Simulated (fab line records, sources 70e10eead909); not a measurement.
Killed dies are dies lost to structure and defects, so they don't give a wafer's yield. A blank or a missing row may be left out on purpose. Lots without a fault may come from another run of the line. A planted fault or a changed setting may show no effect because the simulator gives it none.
Which tool did it? | flow nand_harc | 21 lots, 63 wafers sampled, at 6 steps of a route of 1302

WHAT THE GAUGES READ, wafer by wafer
The record holds no reading of a measuring or inspecting step that can be judged against a usual standard deviation.

WHICH TOOL RAN EACH LOT (tool, then ch and the chambers of the sampled wafers, then the start)
lot  | NHARC_A_CHANNEL_FILL_D2_ALD_14   | NHARC_A_CHANNEL_FILL_D2_STRIP_28   | NHARC_A_CHANNEL_FILL_D2_RTA_24   | NHARC_A_STAIRCASE_DESCUM_168       | NHARC_A_STAIRCASE_DESCUM_11        | NHARC_A_STAIRCASE_TRIM_14
L074 | ald_hk-03 ch 0,2,3, day 14 02:10 | rie_diel-03 ch 1,2, day 14 19:01   | rtp_anneal-02 ch 0, day 15 19:32 | rie_diel-05 ch 2,3, day 15 20:47   | rie_diel-10 ch 2,3, day 15 22:31   | rie_diel-10 ch 0,1,3, no start
L075 | ald_hk-04 ch 0,1,2, day 14 02:13 | rie_diel-08 ch 0,2, day 14 18:59   | rtp_anneal-01 ch 0, day 15 19:36 | rie_diel-10 ch 1,3, day 15 20:56   | rie_diel-05 ch 0,1,3, day 15 22:47 | rie_diel-05 ch 0,2,3, no start
L076 | ald_hk-02 ch 1,2,3, day 14 16:59 | rie_diel-06 ch 1,2,3, day 15 09:38 | rtp_anneal-02 ch 0, day 16 09:24 | rie_diel-05 ch 0,1,3, day 16 10:37 | rie_diel-10 ch 0,1,3, day 16 12:25 | rie_diel-10 ch 1,2,3, no start
L077 | ald_hk-03 ch 0,1,3, day 14 22:45 | rie_diel-08 ch 0,3, day 15 16:30   | rtp_anneal-02 ch 0, day 16 15:30 | rie_diel-01 ch 0,1, day 16 16:57   | rie_diel-05 ch 1,2,3, day 16 18:40 | rie_diel-05 ch 0,1, no start
L078 | ald_hk-04 ch 0,1, day 15 11:53   | rie_diel-08 ch 0,1,2, day 16 07:35 | rtp_anneal-02 ch 0, day 17 07:13 | rie_diel-01 ch 0,2,3, day 17 08:43 | rie_diel-01 ch 2,3, day 17 10:32   | rie_diel-01 ch 0,2,3, no start
L079 | ald_hk-04 ch 2,3, day 15 16:56   | rie_diel-03 ch 0,1,2, day 16 07:36 | rtp_anneal-02 ch 0, day 17 06:59 | rie_diel-10 ch 2,3, day 17 08:25   | rie_diel-05 ch 1,2,3, day 17 10:21 | rie_diel-05 ch 1,2,3, no start
L080 | ald_hk-03 ch 0,2,3, day 16 05:21 | rie_diel-03 ch 1,2, day 16 22:10   | rtp_anneal-01 ch 0, day 17 21:46 | rie_diel-10 ch 0,1,3, day 17 22:54 | rie_diel-10 ch 0,1,2, day 18 00:46 | rie_diel-10 ch 0,1,2, no start
L081 | ald_hk-02 ch 0,1,3, day 16 09:43 | rie_diel-06 ch 1,3, day 17 03:52   | rtp_anneal-02 ch 0, day 18 05:24 | rie_diel-10 ch 1,2,3, day 18 06:47 | rie_diel-05 ch 1,2, day 18 08:40   | rie_diel-05 ch 1,2, no start
L082 | ald_hk-02 ch 0,1,2, day 17 07:14 | rie_diel-06 ch 0,1,2, day 18 03:30 | rtp_anneal-01 ch 0, day 19 02:49 | rie_diel-10 ch 0,2,3, day 19 03:58 | rie_diel-05 ch 0,2,3, day 19 06:27 | rie_diel-05 ch 0,1,2, no start
L083 | ald_hk-02 ch 1,2,3, day 17 15:13 | rie_diel-06 ch 1,2, day 18 08:27   | rtp_anneal-01 ch 0, day 19 09:26 | rie_diel-10 ch 1,2,3, day 19 10:41 | rie_diel-10 ch 1,2,3, day 19 12:34 | rie_diel-10 ch 2,3, no start
L084 | ald_hk-03 ch 0,2,3, day 18 04:37 | rie_diel-06 ch 1,2,3, day 18 22:30 | rtp_anneal-01 ch 0, day 19 22:35 | rie_diel-05 ch 1,3, day 19 23:49   | rie_diel-10 ch 2,3, day 20 01:39   | rie_diel-10 ch 1,2,3, no start
L085 | ald_hk-02 ch 0,2, day 18 10:25   | rie_diel-06 ch 0,3, day 19 04:18   | rtp_anneal-02 ch 0, day 20 04:22 | rie_diel-05 ch 0,1, day 20 05:35   | rie_diel-10 ch 0,1,3, day 20 07:47 | rie_diel-10 ch 0,3, no start
L086 | ald_hk-04 ch 1,2,3, day 18 10:25 | rie_diel-03 ch 1,2,3, day 19 04:18 | rtp_anneal-01 ch 0, day 20 04:20 | rie_diel-01 ch 1,2,3, day 20 05:45 | rie_diel-05 ch 0,2,3, day 20 08:00 | rie_diel-05 ch 1,2,3, no start
L087 | ald_hk-02 ch 0,1, day 19 02:53   | rie_diel-08 ch 2,3, day 19 19:45   | rtp_anneal-01 ch 0, day 20 19:28 | rie_diel-01 ch 0,1,2, day 20 20:39 | rie_diel-10 ch 0,1,3, day 20 22:39 | rie_diel-10 ch 1,2,3, no start
L088 | ald_hk-03 ch 0,1,3, day 20 00:27 | rie_diel-06 ch 0,1,2, day 20 18:16 | rtp_anneal-02 ch 0, day 21 18:56 | rie_diel-05 ch 0,1,3, day 21 20:10 | rie_diel-05 ch 0,1,3, day 21 21:53 | rie_diel-05 ch 0,2,3, no start
L090 | ald_hk-03 ch 0,2,3, day 20 22:38 | rie_diel-06 ch 1,2,3, day 21 15:45 | rtp_anneal-01 ch 0, day 22 15:55 | rie_diel-01 ch 0,2,3, day 22 17:12 | rie_diel-10 ch 1,2,3, day 22 19:08 | rie_diel-10 ch 1,2,3, no start
L094 | ald_hk-04 ch 1,2,3, day 22 06:35 | rie_diel-08 ch 0,1,2, day 22 23:58 | rtp_anneal-01 ch 0, day 23 23:10 | rie_diel-01 ch 1,2,3, day 24 00:24 | rie_diel-01 ch 0,1,2, day 24 02:14 | rie_diel-01 ch 1,3, no start
L095 | ald_hk-04 ch 0,2, day 22 06:49   | rie_diel-06 ch 0,1,3, day 22 23:58 | rtp_anneal-02 ch 0, day 23 23:03 | rie_diel-05 ch 0,3, day 24 00:10   | rie_diel-05 ch 0,1,2, day 24 01:59 | rie_diel-05 ch 0,2,3, no start
L096 | ald_hk-03 ch 0,1,2, day 22 12:35 | rie_diel-06 ch 0,1,2, day 23 05:26 | rtp_anneal-02 ch 0, day 24 05:10 | rie_diel-10 ch 1,3, day 24 06:17   | rie_diel-10 ch 0,2,3, day 24 08:17 | rie_diel-10 ch 0,1,3, no start
L093 | ald_hk-02 ch 0,1,3, day 22 12:41 | rie_diel-08 ch 0,1,3, day 23 05:26 | rtp_anneal-02 ch 0, day 24 04:59 | rie_diel-10 ch 0,1,3, day 24 06:16 | rie_diel-05 ch 2,3, day 24 08:07   | rie_diel-05 ch 0,2,3, no start
L097 | ald_hk-03 ch 0,1,2, day 23 20:37 | rie_diel-08 ch 0,1,3, day 24 13:08 | rtp_anneal-01 ch 0, day 25 12:47 | rie_diel-10 ch 0,1,2, day 25 14:19 | rie_diel-10 ch 0,2,3, day 25 16:11 | rie_diel-10 ch 0,2,3, no start
- NHARC_A_CHANNEL_FILL_D2_ALD_14: deposits SiO2, target thk 2.5 nm, pulse time 10 s, ald cycles 25.
- NHARC_A_CHANNEL_FILL_D2_STRIP_28: strips in O2, time 20 s.
- NHARC_A_CHANNEL_FILL_D2_RTA_24: time 5 s.
- NHARC_A_STAIRCASE_DESCUM_168: chemistry O2, time 3 s.
- NHARC_A_STAIRCASE_DESCUM_11: chemistry O2, time 3 s.
- NHARC_A_STAIRCASE_TRIM_14: chemistry O2, time 211.2 s.

WHAT THE TOOLS THEMSELVES READ (means of the sampled wafers that have a number; where no wafer has one, the mark that the record gives instead)
NHARC_A_CHANNEL_FILL_D2_ALD_14.
lot  | tool      | heater_power_w (W) | precursor_pulse_height_rel
L074 | ald_hk-03 | 511                | 1.014
L075 | ald_hk-04 | 466                | 0.987
L076 | ald_hk-02 | 466                | 1.000
L077 | ald_hk-03 | 523                | 0.990
L078 | ald_hk-04 | 458                | 1.019
L079 | ald_hk-04 | 525                | 1.014
L080 | ald_hk-03 | 519                | 1.007
L081 | ald_hk-02 | 468                | 0.999
L082 | ald_hk-02 | 434                | 1.002
L083 | ald_hk-02 | 452                | 0.995
L084 | ald_hk-03 | 515                | 0.993
L085 | ald_hk-02 | 395                | 1.007
L086 | ald_hk-04 | 522                | 1.027
L087 | ald_hk-02 | 458                | 0.992
L088 | ald_hk-03 | 511                | 0.987
L090 | ald_hk-03 | 517                | 1.010
L094 | ald_hk-04 | 533                | 0.976
L095 | ald_hk-04 | 472                | 0.991
L096 | ald_hk-03 | 492                | 1.021
L093 | ald_hk-02 | 468                | 0.979
L097 | ald_hk-03 | 489                | 0.978

NHARC_A_CHANNEL_FILL_D2_STRIP_28.
lot  | tool        | drypump_motor_current_A (A) | oes_product_au (a.u.) | rf_vpp_V (V) | showerhead_plenum_p_Torr (Torr) | throttle_valve_pct (%)
L074 | rie_diel-03 | 6.3                         | 1.001                 | 57.7         | 3.59                            | 17.031
L075 | rie_diel-08 | 5.6                         | 1.004                 | 57.4         | 3.39                            | 17.042
L076 | rie_diel-06 | 5.6                         | 0.997                 | 57.7         | 3.53                            | 17.040
L077 | rie_diel-08 | 6.0                         | 0.995                 | 57.5         | 3.50                            | 17.042
L078 | rie_diel-08 | 5.8                         | 1.006                 | 58.0         | 3.46                            | 17.029
L079 | rie_diel-03 | 6.0                         | 0.994                 | 56.5         | 3.46                            | 17.033
L080 | rie_diel-03 | 6.1                         | 1.000                 | 56.8         | 3.46                            | 17.035
L081 | rie_diel-06 | 5.6                         | 1.000                 | 58.1         | 3.44                            | 17.035
L082 | rie_diel-06 | 5.8                         | 0.997                 | 57.7         | 3.52                            | 17.031
L083 | rie_diel-06 | 5.9                         | 1.003                 | 57.5         | 3.68                            | 17.038
L084 | rie_diel-06 | 5.7                         | 0.992                 | 57.8         | 3.53                            | 17.027
L085 | rie_diel-06 | 5.5                         | 0.987                 | 57.3         | 3.32                            | 17.042
L086 | rie_diel-03 | 6.2                         | 0.994                 | 57.6         | 3.58                            | 17.044
L087 | rie_diel-08 | 5.6                         | 1.002                 | 57.2         | 3.39                            | 17.035
L088 | rie_diel-06 | 5.8                         | 0.999                 | 57.7         | 3.52                            | 17.036
L090 | rie_diel-06 | 5.7                         | 0.997                 | 58.3         | 3.53                            | 17.035
L094 | rie_diel-08 | 5.8                         | 1.001                 | 57.2         | 3.46                            | 17.030
L095 | rie_diel-06 | 5.5                         | 0.991                 | 56.6         | 3.38                            | 17.035
L096 | rie_diel-06 | 5.8                         | 0.993                 | 57.4         | 3.52                            | 17.040
L093 | rie_diel-08 | 5.9                         | 1.005                 | 57.9         | 3.50                            | 17.031
L097 | rie_diel-08 | 5.9                         | 1.004                 | 56.9         | 3.50                            | 17.033

NHARC_A_CHANNEL_FILL_D2_RTA_24.
lot  | tool          | lamp_power_pct (%) | lamp_zone_1_pct (%) | lamp_zone_4_pct (%) | lamp_zone_6_pct (%) | wafer_temp_C_max
L074 | rtp_anneal-02 | 32.7               | 32.8                | 32.7                | 32.7                | 1004.7
L075 | rtp_anneal-01 | 29.1               | 29.0                | 29.0                | 29.0                | 1008.4
L076 | rtp_anneal-02 | 32.8               | 32.8                | 32.8                | 32.7                | 1004.4
L077 | rtp_anneal-02 | 32.7               | 32.7                | 32.8                | 32.7                | 1005.0
L078 | rtp_anneal-02 | 32.8               | 32.8                | 32.8                | 32.7                | 1004.7
L079 | rtp_anneal-02 | 32.8               | 32.8                | 32.8                | 32.8                | 1004.9
L080 | rtp_anneal-01 | 29.0               | 29.0                | 29.0                | 28.9                | 1006.6
L081 | rtp_anneal-02 | 32.8               | 32.8                | 32.8                | 32.7                | 1004.8
L082 | rtp_anneal-01 | 29.0               | 29.0                | 29.0                | 29.0                | 1008.0
L083 | rtp_anneal-01 | 29.0               | 29.0                | 29.0                | 28.9                | 1007.9
L084 | rtp_anneal-01 | 29.0               | 29.0                | 29.0                | 29.0                | 1007.7
L085 | rtp_anneal-02 | 32.8               | 32.8                | 32.8                | 32.7                | 1003.5
L086 | rtp_anneal-01 | 29.1               | 29.1                | 29.0                | 29.0                | 1008.7
L087 | rtp_anneal-01 | 29.1               | 29.1                | 29.1                | 29.0                | 1008.5
L088 | rtp_anneal-02 | 32.7               | 32.7                | 32.8                | 32.7                | 1004.7
L090 | rtp_anneal-01 | 29.0               | 29.0                | 29.0                | 29.0                | 1008.6
L094 | rtp_anneal-01 | 29.0               | 29.0                | 29.0                | 29.0                | 1009.8
L095 | rtp_anneal-02 | 32.8               | 32.8                | 32.8                | 32.7                | 1004.6
L096 | rtp_anneal-02 | 32.8               | 32.7                | 32.7                | 32.7                | 1005.5
L093 | rtp_anneal-02 | 32.7               | 32.8                | 32.8                | 32.7                | 1004.4
L097 | rtp_anneal-01 | 29.1               | 29.1                | 29.0                | 29.0                | 1006.5

NHARC_A_STAIRCASE_DESCUM_168.
lot  | tool        | drypump_motor_current_A (A) | oes_product_au (a.u.) | rf_vpp_V (V) | showerhead_plenum_p_Torr (Torr) | throttle_valve_pct (%)
L074 | rie_diel-05 | 5.1                         | 1.004                 | 57.3         | 1.91                            | 11.325
L075 | rie_diel-10 | 6.0                         | 1.004                 | 57.2         | 1.89                            | 11.306
L076 | rie_diel-05 | 5.5                         | 1.010                 | 58.2         | 1.87                            | 11.312
L077 | rie_diel-01 | 5.9                         | 1.005                 | 58.6         | 2.01                            | 11.310
L078 | rie_diel-01 | 5.6                         | 1.013                 | 58.0         | 1.94                            | 11.301
L079 | rie_diel-10 | 5.8                         | 0.993                 | 58.2         | 1.91                            | 11.320
L080 | rie_diel-10 | 5.8                         | 1.004                 | 57.9         | 1.91                            | 11.308
L081 | rie_diel-10 | 6.0                         | 0.995                 | 57.9         | 1.94                            | 11.320
L082 | rie_diel-10 | 5.6                         | 1.006                 | 57.6         | 1.93                            | 11.318
L083 | rie_diel-10 | 6.0                         | 1.003                 | 58.5         | 1.94                            | 11.304
L084 | rie_diel-05 | 5.5                         | 1.002                 | 57.7         | 1.83                            | 11.313
L085 | rie_diel-05 | 5.5                         | 1.006                 | 58.5         | 1.90                            | 11.312
L086 | rie_diel-01 | 5.8                         | 1.011                 | 57.7         | 1.96                            | 11.309
L087 | rie_diel-01 | 5.7                         | 1.006                 | 57.6         | 1.96                            | 11.308
L088 | rie_diel-05 | 5.6                         | 0.996                 | 58.4         | 1.86                            | 11.309
L090 | rie_diel-01 | 5.6                         | 1.007                 | 58.2         | 1.93                            | 11.304
L094 | rie_diel-01 | 5.8                         | 1.002                 | 58.5         | 1.95                            | 11.305
L095 | rie_diel-05 | 5.3                         | 1.003                 | 58.6         | 1.90                            | 11.300
L096 | rie_diel-10 | 6.0                         | 1.013                 | 57.0         | 1.87                            | 11.314
L093 | rie_diel-10 | 5.8                         | 1.009                 | 57.7         | 1.90                            | 11.317
L097 | rie_diel-10 | 5.7                         | 1.008                 | 58.0         | 1.95                            | 11.316

NHARC_A_STAIRCASE_DESCUM_11.
lot  | tool        | drypump_motor_current_A (A) | oes_product_au (a.u.) | rf_vpp_V (V) | showerhead_plenum_p_Torr (Torr) | throttle_valve_pct (%)
L074 | rie_diel-10 | 5.8                         | 1.001                 | 58.6         | 1.97                            | 11.306
L075 | rie_diel-05 | 5.5                         | 0.999                 | 57.8         | 1.87                            | 11.314
L076 | rie_diel-10 | 5.7                         | 0.997                 | 57.8         | 1.92                            | 11.309
L077 | rie_diel-05 | 5.4                         | 1.005                 | 57.0         | 1.89                            | 11.308
L078 | rie_diel-01 | 5.6                         | 1.008                 | 58.0         | 1.94                            | 11.305
L079 | rie_diel-05 | 5.4                         | 1.006                 | 57.7         | 1.89                            | 11.309
L080 | rie_diel-10 | 5.7                         | 0.999                 | 58.4         | 1.97                            | 11.304
L081 | rie_diel-05 | 5.2                         | 0.998                 | 58.0         | 1.95                            | 11.312
L082 | rie_diel-05 | 5.2                         | 0.995                 | 57.8         | 1.94                            | 11.308
L083 | rie_diel-10 | 6.0                         | 1.004                 | 58.0         | 1.94                            | 11.305
L084 | rie_diel-10 | 5.8                         | 1.001                 | 58.5         | 1.96                            | 11.308
L085 | rie_diel-10 | 5.8                         | 1.005                 | 57.2         | 1.91                            | 11.308
L086 | rie_diel-05 | 5.2                         | 1.005                 | 58.3         | 1.94                            | 11.308
L087 | rie_diel-10 | 5.8                         | 1.004                 | 57.9         | 1.91                            | 11.310
L088 | rie_diel-05 | 5.6                         | 1.007                 | 56.9         | 1.86                            | 11.315
L090 | rie_diel-10 | 6.0                         | 1.002                 | 58.0         | 1.93                            | 11.305
L094 | rie_diel-01 | 5.7                         | 1.007                 | 58.5         | 1.95                            | 11.305
L095 | rie_diel-05 | 5.4                         | 0.995                 | 57.2         | 1.91                            | 11.318
L096 | rie_diel-10 | 5.5                         | 1.012                 | 57.8         | 1.92                            | 11.316
L093 | rie_diel-05 | 5.2                         | 0.991                 | 57.5         | 1.89                            | 11.313
L097 | rie_diel-10 | 5.6                         | 1.006                 | 57.1         | 1.92                            | 11.313

NHARC_A_STAIRCASE_TRIM_14.
lot  | tool        | drypump_motor_current_A (A) | oes_product_au (a.u.) | rf_vpp_V (V) | showerhead_plenum_p_Torr (Torr) | throttle_valve_pct (%)
L074 | rie_diel-10 | 5.7                         | 0.983                 | 58.2         | 3.54                            | 17.047
L075 | rie_diel-05 | 5.2                         | 1.003                 | 57.8         | 3.58                            | 17.040
L076 | rie_diel-10 | 6.0                         | 0.995                 | 57.5         | 3.59                            | 17.045
L077 | rie_diel-05 | 5.6                         | 0.996                 | 57.8         | 3.51                            | 17.025
L078 | rie_diel-01 | 5.6                         | 1.004                 | 57.5         | 3.58                            | 17.025
L079 | rie_diel-05 | 5.4                         | 1.011                 | 57.4         | 3.49                            | 17.039
L080 | rie_diel-10 | 5.7                         | 0.997                 | 57.6         | 3.63                            | 17.035
L081 | rie_diel-05 | 5.7                         | 1.003                 | 57.9         | 3.46                            | 17.031
L082 | rie_diel-05 | 5.4                         | 0.999                 | 57.2         | 3.54                            | 17.025
L083 | rie_diel-10 | 5.8                         | 1.006                 | 57.8         | 3.61                            | 17.027
L084 | rie_diel-10 | 6.0                         | 1.007                 | 58.4         | 3.57                            | 17.027
L085 | rie_diel-10 | 5.3                         | 0.998                 | 57.8         | 3.51                            | 17.033
L086 | rie_diel-05 | 5.4                         | 1.003                 | 58.2         | 3.48                            | 17.031
L087 | rie_diel-10 | 6.0                         | 1.007                 | 56.7         | 3.57                            | 17.045
L088 | rie_diel-05 | 5.2                         | 1.000                 | 57.6         | 3.56                            | 17.035
L090 | rie_diel-10 | 6.1                         | 0.997                 | 57.6         | 3.56                            | 17.033
L094 | rie_diel-01 | 6.0                         | 0.998                 | 58.6         | 3.67                            | 17.040
L095 | rie_diel-05 | 5.2                         | 0.998                 | 58.4         | 3.55                            | 17.023
L096 | rie_diel-10 | 5.8                         | 1.008                 | 56.5         | 3.50                            | 17.041
L093 | rie_diel-05 | 5.2                         | 1.000                 | 57.7         | 3.55                            | 17.032
L097 | rie_diel-10 | 5.6                         | 1.000                 | 57.9         | 3.53                            | 17.045

THE ANSWER, worked out from the rows above alone
Rule: what is usual is taken from the lots themselves. Put in order of their means at a reading, lots are off if they are a third of the lots or fewer, leave a main group of 4 or more, and stand apart from it by a gap of 3 or more times the standard deviation of the main group's means; of several such gaps the widest counts. A main group whose means are all the same, to the digits that the tables above print for the reading, isn't used. A lot without any number at a reading at which 4 lots or more have one is off too. The other lots that the step has rows for count as sound. The gauges are gone through in route order, then the tools' own readings, and for those a lot's mean is taken as printed above. The first step at which some lot is off is used, and at that step the reading that is off furthest; a lot without a number counts as furthest.
No lot is off at any reading shown: from this, nothing can be told.

WHAT THE SIMULATOR HAD PUT IN
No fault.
